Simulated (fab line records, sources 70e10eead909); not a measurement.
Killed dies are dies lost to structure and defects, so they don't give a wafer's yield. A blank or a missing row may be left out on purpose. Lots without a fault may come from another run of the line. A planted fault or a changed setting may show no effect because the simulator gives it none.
One fault seen from 3 desks | flow nand_harc | each desk has only its own numbers; what lay behind them comes last

THE METROLOGY DESK
What the gauges read, lot by lot, whatever tool the lot ran on: means of the sampled wafers that have a number. A lot is out of limits, marked OUT, if its mean lies more than 4 standard deviations from the usual mean; the brackets give that distance.
Columns: A = cd_nm at NHARC_A_CONTACT_CD_MEAS_42, usual 300.0 nm
lot  | first seen here | A
L312 | day 22 07:10    | 299.5
L315 | day 22 13:16    | 300.2
L314 | day 22 13:25    | 299.8
L318 | day 23 22:20    | 299.6
L319 | day 24 02:46    | 299.8
L322 | day 26 02:56    | 299.7
L323 | day 26 12:10    | 284.6 (-34) OUT
L327 | day 28 03:55    | 287.9 (-27) OUT
L329 | day 28 07:53    | 300.8
L331 | day 29 01:20    | 300.2
L335 | day 31 06:02    | 299.7
L334 | day 31 11:10    | 300.1
This desk's finding: out of limits on L323, L327; first on L323, day 26 12:10 (cd_nm at NHARC_A_CONTACT_CD_MEAS_42). In limits: L312, L315, L314, L318, L319, L322, L329, L331, L335, L334.

THE TOOL OWNER'S DESK: arfi_scanner-03
The tool's own readings at NHARC_A_CONTACT_EXPOSE_39 (exposes mask A CC 3): means of the sampled wafers that have a number, for each lot that ran on this tool. A lot is out of limits, marked OUT, if its mean lies more than 4 standard deviations from the usual mean; the brackets give that distance.
Columns: A = exposure_dose_mJ_cm2 at NHARC_A_CONTACT_EXPOSE_39, usual 58.94
lot  | first seen here | A
L314 | day 22 13:17    | 58.73
L319 | day 24 02:38    | 58.74
L323 | day 26 12:02    | 39.41 (-67) OUT
L327 | day 28 03:47    | 43.35 (-54) OUT
This desk's finding: out of limits on L323, L327; first on L323, day 26 12:02 (exposure_dose_mJ_cm2 at NHARC_A_CONTACT_EXPOSE_39). In limits: L314, L319.

THE DEFECT DESK
What the inspections along the route counted, lot by lot: means of the sampled wafers that have a number. A lot is out of limits, marked OUT, if its mean lies more than 4 standard deviations from the usual mean; the brackets give that distance.
Columns: A = raw_defect_count at NHARC_A_CONTACT_INSPECT_44, usual 87
lot  | first seen here | A
L312 | day 22 07:17    | 64
L315 | day 22 13:23    | 155
L314 | day 22 13:32    | 78
L318 | day 23 22:27    | 32
L319 | day 24 02:53    | 160
L322 | day 26 03:04    | 115
L323 | day 26 12:18    | 131
L327 | day 28 04:02    | 93
L329 | day 28 08:00    | 110
L331 | day 29 01:28    | 104
L335 | day 31 06:10    | 64
L334 | day 31 11:17    | 54
This desk's finding: nothing out of limits on any of the 12 lots.

PUT TOGETHER
The tool owner's desk could have raised an alarm at day 26 12:02, on L323, L327.
The metrology desk could have raised an alarm at day 26 12:10, on L323, L327.
The defect desk saw nothing out of limits.
The defect desk has L323, L327 on record, within its limits.
Of the lots named, all ran NHARC_A_CONTACT_EXPOSE_39 on arfi_scanner-03.

WHAT THE SIMULATOR HAD PUT IN
Process parameter drift: arfi_scanner-03, from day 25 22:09 on, at NHARC_A_CONTACT_EXPOSE_39. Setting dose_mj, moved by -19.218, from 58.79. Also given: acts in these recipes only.
Lots struck among those shown: L323, L327.
Hours from the fault's start to each desk's first reading out of limits: the tool owner's desk, 14; the metrology desk, 14.
